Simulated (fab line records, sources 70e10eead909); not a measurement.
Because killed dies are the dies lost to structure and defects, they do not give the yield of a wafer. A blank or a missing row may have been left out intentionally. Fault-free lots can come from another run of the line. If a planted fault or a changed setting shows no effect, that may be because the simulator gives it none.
3 desks looking at one fault + flow nand-harc + what lay behind the numbers comes last; until then each desk has only its own

== DESK OF THE TOOL OWNER: litho-track-04 ==
The tool's own readings at NHARC_A_BLC_PEB_08 (peb time 65 s): means of the sampled wafers that have a number, for each lot that ran on this tool. A lot is out of limits, marked OUT, if its mean lies more than 4 standard deviations from the usual mean; the brackets give that distance.
Columns: A = heater-power-total-W at NHARC_A_BLC_PEB_08, usual 156.6 W; B = plate-temp-C at NHARC_A_BLC_PEB_08, usual 100.00 C
| lot  | first seen here | A     | B      |
|------|-----------------|-------|--------|
| L945 | day 23 18:19    | 157.0 | 100.15 |
| L953 | day 27 05:48    | 156.4 | 99.95  |
| L957 | day 28 06:11    | 156.7 | 100.16 |
This desk's finding: nothing out of limits on any of the 3 lots.

== AT THE METROLOGY DESK ==
What the gauges read, lot by lot, whatever tool the lot ran on: means of the sampled wafers that have a number. A lot is out of limits, marked OUT, if its mean lies more than 4 standard deviations from the usual mean; the brackets give that distance.
Columns: A = cd-nm at NHARC_A_BLC_CD_MEAS_10, usual 100.2 nm; B = overlay-x-nm at NHARC_A_BLC_OVL_MEAS_11, usual 0.2 nm; C = overlay-y-nm at NHARC_A_BLC_OVL_MEAS_11, usual 0.0 nm
| lot  | first seen here | A     | B    | C    |
|------|-----------------|-------|------|------|
| L944 | day 23 00:46    | 100.1 | -0.6 | 0.7  |
| L945 | day 23 18:23    | 100.0 | 1.5  | -1.0 |
| L953 | day 27 05:53    | 101.3 | 1.0  | -0.2 |
| L957 | day 28 06:16    | 101.0 | -0.0 | 0.3  |
| L960 | day 30 00:50    | 100.4 | -0.2 | -0.3 |
| L963 | day 31 16:45    | 100.0 | -0.6 | -1.0 |
This desk's finding: nothing out of limits on any of the 6 lots.

== THE DEFECT DESK ==
What the inspections along the route counted, lot by lot: means of the sampled wafers that have a number. A lot is out of limits, marked OUT, if its mean lies more than 4 standard deviations from the usual mean; the brackets give that distance.
Columns: A = raw-defect-count at NHARC_A_CONTACT_INSPECT_23, usual 508; B = raw-defect-count at NHARC_A_BLC_INSPECT_12, usual 90
| lot  | first seen here | A   | B   |
|------|-----------------|-----|-----|
| L944 | day 23 00:23    | 753 | 162 |
| L945 | day 23 17:53    | 580 | 118 |
| L953 | day 27 05:23    | 431 | 37  |
| L957 | day 28 05:46    | 434 | 80  |
| L960 | day 30 00:19    | 509 | 135 |
| L963 | day 31 16:15    | 638 | 90  |
This desk's finding: nothing out of limits on any of the 6 lots.

== PUT TOGETHER ==
The desk of the tool owner found nothing out of limits.
At the metrology desk, nothing out of limits was observed.
The defect desk saw nothing out of limits.

== WHAT THE SIMULATOR HAD PUT IN ==
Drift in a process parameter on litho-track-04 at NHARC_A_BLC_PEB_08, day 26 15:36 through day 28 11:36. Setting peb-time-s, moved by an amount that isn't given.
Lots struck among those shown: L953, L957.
